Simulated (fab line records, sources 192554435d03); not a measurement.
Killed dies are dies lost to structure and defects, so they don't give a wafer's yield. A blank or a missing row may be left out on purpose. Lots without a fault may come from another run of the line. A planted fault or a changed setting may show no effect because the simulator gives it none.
Chamber matching | flow n5_finfet | N5_MOL_CONTACT_COAG_STRIP_98 on rie_diel-04: 4 sister chambers
The step strips in N2/H2. 18 wafers are shown with their chamber, then 9 later ones without.

WAFERS WITH THEIR CHAMBER
wafer  | chamber | drypump_motor_current_A (A) | throttle_valve_pct (%) | showerhead_plenum_p_Torr (Torr)
L075.1 | 2       | 6.1                         | 18.60                  | 3.40
L075.4 | 2       | 6.1                         | 18.60                  | 3.40
L075.5 | 3       | 6.0                         | 18.98                  | 3.18
L084.2 | 0       | 5.4                         | 18.74                  | 3.29
L084.3 | 2       | 6.1                         | 18.65                  | 3.39
L084.5 | 3       | 6.0                         | 19.01                  | 3.18
L087.4 | 2       | 6.1                         | 18.61                  | 3.38
L087.5 | 1       | 5.1                         | 18.99                  | 3.58
L087.6 | 2       | 6.1                         | 18.67                  | 3.38
L090.1 | 2       | 6.1                         | 18.65                  | 3.38
L090.5 | 2       | 6.2                         | 18.63                  | 3.38
L090.6 | 0       | 5.3                         | 18.78                  | 3.29
L091.2 | 1       | 5.1                         | 18.99                  | 3.57
L091.3 | 0       | 5.3                         | 18.77                  | 3.29
L091.4 | 2       | 6.1                         | 18.65                  | 3.38
L093.2 | 1       | 5.1                         | 18.99                  | 3.57
L093.3 | 2       | 6.2                         | 18.66                  | 3.38
L093.4 | 3       | 6.0                         | 18.66                  | 3.58

SIGNATURES (means of the wafers above)
reading                  | chamber 0 | chamber 1 | chamber 2 | chamber 3 | scatter within a chamber
drypump_motor_current_A  | 5.333     | 5.100     | 6.122     | 6.000     | 0.0398
throttle_valve_pct       | 18.7633   | 18.9900   | 18.6356   | 18.8833   | 0.0764
showerhead_plenum_p_Torr | 3.2900    | 3.5733    | 3.3856    | 3.3133    | 0.0876
Rule: a wafer's distance from a chamber is the root of the sum, over the readings, of the square of ((its reading less the chamber's mean) divided by the reading's scatter). The wafer belongs to the nearest chamber; if the next one is less than 2 further off, it can't be placed. The scatter: the root of (the sum of the squares of (reading less its chamber's mean) over the shown wafers, divided by (wafers less chambers)).

WAFERS WITHOUT THEIR CHAMBER
wafer  | drypump_motor_current_A (A) | throttle_valve_pct (%) | showerhead_plenum_p_Torr (Torr)
L094.2 | 6.1                         | 18.67                  | 3.57
L094.4 | 5.1                         | 19.02                  | 3.57
L094.5 | 6.1                         | 18.65                  | 3.38
L096.2 | 5.3                         | 18.78                  | 3.28
L096.4 | 6.1                         | 18.66                  | 3.37
L096.6 | 5.4                         | 18.82                  | 3.28
L097.1 | 6.1                         | 18.69                  | 3.57
L097.2 | 5.3                         | 18.82                  | 3.27
L097.5 | 5.1                         | 19.03                  | 3.56

WHICH CHAMBER EACH WENT THROUGH
wafer  | from the rows above | in truth
L094.2 | 2                   | 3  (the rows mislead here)
L094.4 | 1                   | 1
L094.5 | 2                   | 2
L096.2 | 0                   | 0
L096.4 | 2                   | 2
L096.6 | 0                   | 0
L097.1 | 2                   | 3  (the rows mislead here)
L097.2 | 0                   | 0
L097.5 | 1                   | 1
Placed correctly: 7 of 9. Can't be placed from these rows: 0. Placed wrongly: 2.
